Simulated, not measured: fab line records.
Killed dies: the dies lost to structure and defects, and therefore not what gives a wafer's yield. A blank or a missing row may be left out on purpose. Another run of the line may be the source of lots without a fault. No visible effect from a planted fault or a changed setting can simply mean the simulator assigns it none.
Which of the tools did it? / flow n5-finfet / Sampling: 8 lots, 24 wafers, 5 of 1938 route steps

== WHAT THE GAUGES READ, wafer by wafer ==
N5_BEOL_M0_CUTY_CD_MEAS_57: the cd target is 200 nm. Usual: cd-nm at 200.4 nm, with a standard deviation of 0.97.
lot=L539; measured=day 5 18:01; on=cd-sem-01; cd-nm (nm)=199.7 198.8 199.9; flag=
lot=L544; measured=day 7 01:05; on=cd-sem-03; cd-nm (nm)=199.6 199.8 200.0; flag=
lot=L543; measured=day 7 02:45; on=cd-sem-03; cd-nm (nm)=199.6 198.4 199.5; flag=
lot=L547; measured=day 8 04:34; on=cd-sem-01; cd-nm (nm)=201.0 200.0 200.9; flag=
lot=L549; measured=day 8 11:29; on=cd-sem-02; cd-nm (nm)=199.8 200.1 200.3; flag=
lot=L550; measured=day 9 00:40; on=cd-sem-02; cd-nm (nm)=198.7 199.9 199.1; flag=
lot=L561; measured=day 11 09:19; on=cd-sem-01; cd-nm (nm)=202.9 202.1 201.3; flag=
lot=L562; measured=day 11 13:56; on=cd-sem-02; cd-nm (nm)=200.0 200.6 200.2; flag=

N5_BEOL_M4_RC_MEAS_101. Usual: DIBL_N 35.9 mV/V, standard deviation 1.3; DIBL_P 36.3 mV/V, standard deviation 1.5; IOFF_N 0.153 nA/um, standard deviation 0.023; IOFF_P 0.208 nA/um, standard deviation 0.028; ION_N 672 uA/um, standard deviation 9.7; ION_P 462 uA/um, standard deviation 6.6; SS_N 71.5 mV/dec, standard deviation 0.53; SS_P 73.3 mV/dec, standard deviation 0.59; VT_N 250.4 mV, standard deviation 2.7; VT_P -250.5 mV, standard deviation 3.
lot=L539; measured=day 8 00:50; on=prober-02; DIBL_N (mV/V)=35.3 36.9 34.4; DIBL_P (mV/V)=35.2 37.2 33.8; IOFF_N (nA/um)=0.137 0.162 0.120; IOFF_P (nA/um)=0.175 0.197 0.152; ION_N (uA/um)=660 679 660; ION_P (uA/um)=453 461 450; SS_N (mV/dec)=71.3 71.8 70.7; SS_P (mV/dec)=73.1 73.7 72.3; VT_N (mV)=250.9 249.6 254.1; VT_P (mV)=-254.6 -255.0 -257.9; flag=
lot=L544; measured=day 9 19:38; on=prober-02; DIBL_N (mV/V)=35.9 37.1 34.8; DIBL_P (mV/V)=36.9 38.6 36.6; IOFF_N (nA/um)=0.143 0.173 0.137; IOFF_P (nA/um)=0.198 0.225 0.194; ION_N (uA/um)=655 671 666; ION_P (uA/um)=451 461 459; SS_N (mV/dec)=71.9 71.3 70.9; SS_P (mV/dec)=72.9 73.9 72.7; VT_N (mV)=253.9 248.6 251.7; VT_P (mV)=-255.0 -249.8 -250.7; flag=
lot=L543; measured=day 9 11:50; on=prober-02; DIBL_N (mV/V)=35.4 35.8 35.4; DIBL_P (mV/V)=35.4 35.4 35.4; IOFF_N (nA/um)=0.143 0.147 0.144; IOFF_P (nA/um)=0.196 0.200 0.190; ION_N (uA/um)=674 677 669; ION_P (uA/um)=466 456 460; SS_N (mV/dec)=71.4 70.9 71.3; SS_P (mV/dec)=72.8 72.8 72.3; VT_N (mV)=250.7 249.8 251.7; VT_P (mV)=-251.0 -250.4 -251.9; flag=
lot=L547; measured=day 10 15:32; on=prober-02; DIBL_N (mV/V)=35.5 36.2 35.2; DIBL_P (mV/V)=35.2 35.9 35.0; IOFF_N (nA/um)=0.133 0.149 0.128; IOFF_P (nA/um)=0.188 0.192 0.180; ION_N (uA/um)=660 670 664; ION_P (uA/um)=453 458 452; SS_N (mV/dec)=71.2 71.2 71.2; SS_P (mV/dec)=72.8 73.1 73.4; VT_N (mV)=253.5 252.0 255.7; VT_P (mV)=-253.0 -255.0 -255.7; flag=
lot=L549; measured=day 10 20:38; on=prober-01; DIBL_N (mV/V)=35.1 35.7 35.5; DIBL_P (mV/V)=34.6 35.3 34.3; IOFF_N (nA/um)=0.125 0.141 0.130; IOFF_P (nA/um)=0.201 0.216 0.203; ION_N (uA/um)=666 670 668; ION_P (uA/um)=466 462 463; SS_N (mV/dec)=70.8 71.6 71.7; SS_P (mV/dec)=72.6 73.7 73.0; VT_N (mV)=253.6 248.8 253.1; VT_P (mV)=-245.9 -247.0 -245.9; flag=
lot=L550; measured=day 11 03:49; on=prober-01; DIBL_N (mV/V)=35.8 34.1 34.7; DIBL_P (mV/V)=35.2 32.7 34.5; IOFF_N (nA/um)=0.141 0.116 0.120; IOFF_P (nA/um)=0.200 0.167 0.191; ION_N (uA/um)=670 649 654; ION_P (uA/um)=462 450 464; SS_N (mV/dec)=71.3 70.6 70.8; SS_P (mV/dec)=73.0 72.7 73.3; VT_N (mV)=252.4 257.0 253.8; VT_P (mV)=-250.8 -254.7 -251.3; flag=
lot=L561; measured=day 14 04:28; on=prober-02; DIBL_N (mV/V)=34.8 35.1 36.2; DIBL_P (mV/V)=35.7 36.5 37.1; IOFF_N (nA/um)=0.130 0.138 0.155; IOFF_P (nA/um)=0.177 0.189 0.208; ION_N (uA/um)=667 674 671; ION_P (uA/um)=465 461 459; SS_N (mV/dec)=71.1 71.4 71.0; SS_P (mV/dec)=73.4 72.4 73.0; VT_N (mV)=252.7 252.6 252.4; VT_P (mV)=-253.0 -253.8 -251.6; flag=
lot=L562; measured=day 15 00:24; on=prober-02; DIBL_N (mV/V)=35.8 35.0 35.3; DIBL_P (mV/V)=35.8 34.7 34.6; IOFF_N (nA/um)=0.145 0.134 0.136; IOFF_P (nA/um)=0.211 0.189 0.192; ION_N (uA/um)=689 679 672; ION_P (uA/um)=473 469 462; SS_N (mV/dec)=70.6 70.9 70.7; SS_P (mV/dec)=72.9 72.8 73.1; VT_N (mV)=248.5 250.8 250.5; VT_P (mV)=-249.6 -249.5 -249.6; flag=

== EACH LOT AND THE TOOL THAT RAN IT (in order: tool; ch and the chambers of the sampled wafers; start) ==
lot=L539; N5_BEOL_M0_SAQP_CUT_ETCH_46=rie-diel-04 ch 1,3, day 5 16:55; N5_BEOL_M0_CUTY_DESCUM_61=rie-diel-03 ch 0,1, day 5 18:05; N5_BEOL_M0_ETCH_138=rie-diel-03 ch 0,1, day 5 18:18
lot=L544; N5_BEOL_M0_SAQP_CUT_ETCH_46=rie-diel-02 ch 1,2,3, day 6 23:57; N5_BEOL_M0_CUTY_DESCUM_61=rie-diel-03 ch 0,2, day 7 01:11; N5_BEOL_M0_ETCH_138=rie-diel-03 ch 0,2, day 7 01:23
lot=L543; N5_BEOL_M0_SAQP_CUT_ETCH_46=rie-diel-01 ch 0,1,3, day 7 01:32; N5_BEOL_M0_CUTY_DESCUM_61=rie-diel-03 ch 0,3, day 7 02:50; N5_BEOL_M0_ETCH_138=rie-diel-03 ch 0,3, day 7 03:03
lot=L547; N5_BEOL_M0_SAQP_CUT_ETCH_46=rie-diel-02 ch 0,1,2, day 8 03:21; N5_BEOL_M0_CUTY_DESCUM_61=rie-diel-03 ch 1,3, day 8 05:16; N5_BEOL_M0_ETCH_138=rie-diel-03 ch 1,3, day 8 05:29
lot=L549; N5_BEOL_M0_SAQP_CUT_ETCH_46=rie-diel-01 ch 0,1,2, day 8 10:17; N5_BEOL_M0_CUTY_DESCUM_61=rie-diel-03 ch 0,1, day 8 12:23; N5_BEOL_M0_ETCH_138=rie-diel-03 ch 0,1, day 8 12:35
lot=L550; N5_BEOL_M0_SAQP_CUT_ETCH_46=rie-diel-04 ch 1,3, day 8 23:25; N5_BEOL_M0_CUTY_DESCUM_61=rie-diel-05 ch 0,1,2, day 9 00:46; N5_BEOL_M0_ETCH_138=rie-diel-05 ch 0,1,2, day 9 00:58
lot=L561; N5_BEOL_M0_SAQP_CUT_ETCH_46=rie-diel-04 ch 0,2,3, day 11 08:13; N5_BEOL_M0_CUTY_DESCUM_61=rie-diel-03 ch 0,1,2, day 11 09:24; N5_BEOL_M0_ETCH_138=rie-diel-03 ch 0,1,2, day 11 09:36
lot=L562; N5_BEOL_M0_SAQP_CUT_ETCH_46=rie-diel-02 ch 0,1,2, day 11 12:29; N5_BEOL_M0_CUTY_DESCUM_61=rie-diel-03 ch 1,2,3, day 11 14:01; N5_BEOL_M0_ETCH_138=rie-diel-03 ch 1,2,3, day 11 14:14
- N5_BEOL_M0_SAQP_CUT_ETCH_46: etches SOC in N2/H2, target depth 135 nm, overetch 27 nm, time 202.5 s.
- N5_BEOL_M0_CUTY_DESCUM_61: chemistry O2, time 7.9 s.
- N5_BEOL_M0_ETCH_138: etches SiCN in CH3F/O2, target depth 12 nm, time 31.6 s.

== WHAT THE TOOLS THEMSELVES READ (means of the sampled wafers that have a number; where no wafer has one, the mark that the record gives instead) ==
N5_BEOL_M0_SAQP_CUT_ETCH_46. Usual: chamber-pressure-mTorr 30.00 mTorr, standard deviation 0.031; drypump-motor-current-A 5.6 A, standard deviation 0.33; rf-vpp-V 524.7 V, standard deviation 2.7; showerhead-plenum-p-Torr 2.57 Torr, standard deviation 0.091; throttle-valve-pct 17.77 %, standard deviation 0.28.
lot=L539; tool=rie-diel-04; chamber-pressure-mTorr (mTorr)=30.01; drypump-motor-current-A (A)=5.2; rf-vpp-V (V)=520.5; showerhead-plenum-p-Torr (Torr)=2.43; throttle-valve-pct (%)=17.83; flag=
lot=L544; tool=rie-diel-02; chamber-pressure-mTorr (mTorr)=30.00; drypump-motor-current-A (A)=5.9; rf-vpp-V (V)=525.2; showerhead-plenum-p-Torr (Torr)=2.59; throttle-valve-pct (%)=17.76; flag=
lot=L543; tool=rie-diel-01; chamber-pressure-mTorr (mTorr)=30.01; drypump-motor-current-A (A)=5.7; rf-vpp-V (V)=523.4; showerhead-plenum-p-Torr (Torr)=2.53; throttle-valve-pct (%)=17.82; flag=
lot=L547; tool=rie-diel-02; chamber-pressure-mTorr (mTorr)=30.00; drypump-motor-current-A (A)=5.8; rf-vpp-V (V)=524.8; showerhead-plenum-p-Torr (Torr)=2.58; throttle-valve-pct (%)=17.79; flag=
lot=L549; tool=rie-diel-01; chamber-pressure-mTorr (mTorr)=29.97; drypump-motor-current-A (A)=5.7; rf-vpp-V (V)=523.3; showerhead-plenum-p-Torr (Torr)=2.53; throttle-valve-pct (%)=17.67; flag=
lot=L550; tool=rie-diel-04; chamber-pressure-mTorr (mTorr)=30.01; drypump-motor-current-A (A)=5.2; rf-vpp-V (V)=525.7; showerhead-plenum-p-Torr (Torr)=2.64; throttle-valve-pct (%)=17.54; flag=
lot=L561; tool=rie-diel-04; chamber-pressure-mTorr (mTorr)=30.00; drypump-motor-current-A (A)=5.2; rf-vpp-V (V)=527.2; showerhead-plenum-p-Torr (Torr)=2.66; throttle-valve-pct (%)=17.68; flag=
lot=L562; tool=rie-diel-02; chamber-pressure-mTorr (mTorr)=30.00; drypump-motor-current-A (A)=5.8; rf-vpp-V (V)=524.2; showerhead-plenum-p-Torr (Torr)=2.57; throttle-valve-pct (%)=17.84; flag=

N5_BEOL_M0_CUTY_DESCUM_61. Usual: chamber-pressure-mTorr 20.001 mTorr, standard deviation 0.018; drypump-motor-current-A 5.8 A, standard deviation 0.36; oes-product-au 0.81 a.u., standard deviation 0.1; rf-vpp-V 242.8 V, standard deviation 1.8; showerhead-plenum-p-Torr 2.08 Torr, standard deviation 0.1; throttle-valve-pct 20.46 %, standard deviation 0.25.
lot=L539; tool=rie-diel-03; chamber-pressure-mTorr (mTorr)=19.982; drypump-motor-current-A (A)=5.7; oes-product-au (a.u.)=0.70; rf-vpp-V (V)=244.2; showerhead-plenum-p-Torr (Torr)=2.10; throttle-valve-pct (%)=20.54; flag=
lot=L544; tool=rie-diel-03; chamber-pressure-mTorr (mTorr)=20.027; drypump-motor-current-A (A)=5.8; oes-product-au (a.u.)=0.72; rf-vpp-V (V)=241.1; showerhead-plenum-p-Torr (Torr)=2.03; throttle-valve-pct (%)=20.48; flag=
lot=L543; tool=rie-diel-03; chamber-pressure-mTorr (mTorr)=19.993; drypump-motor-current-A (A)=5.7; oes-product-au (a.u.)=0.73; rf-vpp-V (V)=242.9; showerhead-plenum-p-Torr (Torr)=2.12; throttle-valve-pct (%)=20.45; flag=
lot=L547; tool=rie-diel-03; chamber-pressure-mTorr (mTorr)=20.000; drypump-motor-current-A (A)=6.1; oes-product-au (a.u.)=0.83; rf-vpp-V (V)=244.7; showerhead-plenum-p-Torr (Torr)=2.17; throttle-valve-pct (%)=20.61; flag=
lot=L549; tool=rie-diel-03; chamber-pressure-mTorr (mTorr)=19.999; drypump-motor-current-A (A)=5.7; oes-product-au (a.u.)=0.79; rf-vpp-V (V)=243.0; showerhead-plenum-p-Torr (Torr)=2.09; throttle-valve-pct (%)=20.47; flag=
lot=L550; tool=rie-diel-05; chamber-pressure-mTorr (mTorr)=19.987; drypump-motor-current-A (A)=5.6; oes-product-au (a.u.)=0.79; rf-vpp-V (V)=242.8; showerhead-plenum-p-Torr (Torr)=2.07; throttle-valve-pct (%)=20.44; flag=
lot=L561; tool=rie-diel-03; chamber-pressure-mTorr (mTorr)=19.987; drypump-motor-current-A (A)=5.9; oes-product-au (a.u.)=0.76; rf-vpp-V (V)=242.7; showerhead-plenum-p-Torr (Torr)=2.03; throttle-valve-pct (%)=20.61; flag=
lot=L562; tool=rie-diel-03; chamber-pressure-mTorr (mTorr)=19.996; drypump-motor-current-A (A)=6.1; oes-product-au (a.u.)=0.78; rf-vpp-V (V)=242.1; showerhead-plenum-p-Torr (Torr)=2.07; throttle-valve-pct (%)=20.68; flag=

N5_BEOL_M0_ETCH_138. Usual: CH3F_flow_sccm 30.01 sccm, standard deviation 0.15; chamber-pressure-mTorr 30.001 mTorr, standard deviation 0.026; drypump-motor-current-A 5.8 A, standard deviation 0.35; etch-rf-on-time-s 29.1 s, standard deviation 0.68; oes-product-au 0.69 a.u., standard deviation 0.086; rf-vpp-V 297.1 V, standard deviation 2.1; showerhead-plenum-p-Torr 1.99 Torr, standard deviation 0.096; throttle-valve-pct 16.33 %, standard deviation 0.26.
lot=L539; tool=rie-diel-03; CH3F_flow_sccm (sccm)=30.02; chamber-pressure-mTorr (mTorr)=29.995; drypump-motor-current-A (A)=5.7; etch-rf-on-time-s (s)=29.5; oes-product-au (a.u.)=0.61; rf-vpp-V (V)=297.9; showerhead-plenum-p-Torr (Torr)=2.00; throttle-valve-pct (%)=16.42; flag=
lot=L544; tool=rie-diel-03; CH3F_flow_sccm (sccm)=30.00; chamber-pressure-mTorr (mTorr)=29.981; drypump-motor-current-A (A)=5.8; etch-rf-on-time-s (s)=30.2; oes-product-au (a.u.)=0.62; rf-vpp-V (V)=295.7; showerhead-plenum-p-Torr (Torr)=1.93; throttle-valve-pct (%)=16.35; flag=
lot=L543; tool=rie-diel-03; CH3F_flow_sccm (sccm)=29.93; chamber-pressure-mTorr (mTorr)=29.993; drypump-motor-current-A (A)=5.7; etch-rf-on-time-s (s)=28.9; oes-product-au (a.u.)=0.62; rf-vpp-V (V)=297.8; showerhead-plenum-p-Torr (Torr)=2.02; throttle-valve-pct (%)=16.36; flag=
lot=L547; tool=rie-diel-03; CH3F_flow_sccm (sccm)=30.02; chamber-pressure-mTorr (mTorr)=29.997; drypump-motor-current-A (A)=6.1; etch-rf-on-time-s (s)=17.5; oes-product-au (a.u.)=0.98; rf-vpp-V (V)=299.0; showerhead-plenum-p-Torr (Torr)=2.08; throttle-valve-pct (%)=16.54; flag=OFF
lot=L549; tool=rie-diel-03; CH3F_flow_sccm (sccm)=29.97; chamber-pressure-mTorr (mTorr)=29.992; drypump-motor-current-A (A)=5.7; etch-rf-on-time-s (s)=17.2; oes-product-au (a.u.)=0.91; rf-vpp-V (V)=296.6; showerhead-plenum-p-Torr (Torr)=2.00; throttle-valve-pct (%)=16.34; flag=OFF
lot=L550; tool=rie-diel-05; CH3F_flow_sccm (sccm)=30.09; chamber-pressure-mTorr (mTorr)=30.024; drypump-motor-current-A (A)=5.5; etch-rf-on-time-s (s)=30.0; oes-product-au (a.u.)=0.68; rf-vpp-V (V)=297.6; showerhead-plenum-p-Torr (Torr)=1.98; throttle-valve-pct (%)=16.32; flag=
lot=L561; tool=rie-diel-03; CH3F_flow_sccm (sccm)=30.09; chamber-pressure-mTorr (mTorr)=29.990; drypump-motor-current-A (A)=5.9; etch-rf-on-time-s (s)=29.3; oes-product-au (a.u.)=0.65; rf-vpp-V (V)=295.9; showerhead-plenum-p-Torr (Torr)=1.94; throttle-valve-pct (%)=16.48; flag=
lot=L562; tool=rie-diel-03; CH3F_flow_sccm (sccm)=29.94; chamber-pressure-mTorr (mTorr)=29.984; drypump-motor-current-A (A)=6.1; etch-rf-on-time-s (s)=29.5; oes-product-au (a.u.)=0.67; rf-vpp-V (V)=297.6; showerhead-plenum-p-Torr (Torr)=1.99; throttle-valve-pct (%)=16.58; flag=

== THE ANSWER, worked out from the rows above alone ==
Rule: lot off if the mean of its wafers having a number is beyond 3 standard deviations from the usual mean. Also off: a lot with no number at a reading for which 4 or more lots have one. The other lots that the step has rows for count as sound. Order of review: gauges by route order, followed by the tools' own readings, for which a lot's mean as printed above is used. At the first step where some lot is off, the reading lying furthest off is the one used; lots without a number count as furthest.
Off, at N5_BEOL_M0_ETCH_138 on etch-rf-on-time-s: L547, L549.
A tool fits if, at that step or a process step before it, it ran every lot that is off, and no sound lot after the first of them. Of those tried, none fits.

== WHAT THE SIMULATOR HAD INSERTED ==
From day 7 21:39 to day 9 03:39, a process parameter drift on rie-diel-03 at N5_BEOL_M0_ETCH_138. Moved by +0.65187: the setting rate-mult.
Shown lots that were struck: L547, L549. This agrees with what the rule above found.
